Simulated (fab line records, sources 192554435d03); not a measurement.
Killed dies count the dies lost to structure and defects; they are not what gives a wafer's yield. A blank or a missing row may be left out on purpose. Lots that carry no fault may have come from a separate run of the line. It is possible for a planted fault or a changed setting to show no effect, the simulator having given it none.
Chamber matching ; flow n5_finfet ; N5_BEOL_M1_STRIP_36 on rie_diel-06 has 3 sister chambers
The step strips in N2/H2. 14 wafers are shown with their chamber, then 6 later ones without.

== WAFERS PAIRED WITH THEIR CHAMBERS ==
wafer;chamber;showerhead_plenum_p_Torr (Torr);drypump_motor_current_A (A);throttle_valve_pct (%)
L075.2;0;2.38;4.9;24.0
L075.5;0;2.38;4.9;24.0
L075.6;3;2.59;6.3;24.0
L077.3;3;2.58;6.3;23.9
L077.5;1;2.60;5.9;23.6
L077.6;0;2.38;5.0;24.0
L080.3;0;2.38;4.9;24.0
L080.4;3;2.58;6.3;24.0
L080.5;3;2.58;6.3;23.9
L084.1;1;2.59;5.8;23.6
L084.3;0;2.37;4.9;24.0
L084.4;3;2.58;6.3;24.0
L085.1;3;2.58;6.3;24.0
L085.4;0;2.37;4.9;24.0

SIGNATURES (means of the wafers above)
reading;chamber 0;chamber 1;chamber 3;scatter within a chamber
showerhead_plenum_p_Torr;2.3767;2.5950;2.5817;0.00492
drypump_motor_current_A;4.917;5.850;6.300;0.0348
throttle_valve_pct;24.000;23.600;23.967;0.0348
Rule: a wafer lies at a distance from a chamber equal to the root of the sum of squares, over the readings, of (its reading less the chamber's mean, divided by the reading's scatter). The wafer belongs to the nearest chamber; if the next one is less than 2 further off, it can't be placed. How the scatter is found: for the shown wafers, subtract from each reading the mean of its chamber, square and add these, divide the total by (wafers less chambers), then take the root.

== WAFERS MISSING THEIR CHAMBER ==
wafer;showerhead_plenum_p_Torr (Torr);drypump_motor_current_A (A);throttle_valve_pct (%)
L085.6;2.58;6.3;24.0
L090.1;2.57;6.3;24.0
L090.2;2.59;5.8;23.7
L090.5;2.59;5.8;23.6
L091.3;2.57;6.3;24.0
L091.6;2.59;5.8;23.6

== WHICH CHAMBER EACH ONE RAN IN ==
wafer;from the rows above;in truth
L085.6;3;3
L090.1;3;3
L090.2;1;1
L090.5;1;1
L091.3;3;3
L091.6;1;1
Correct placement for 6 of the 6. Left unplaced by these rows: 0. Wrongly placed: 0.
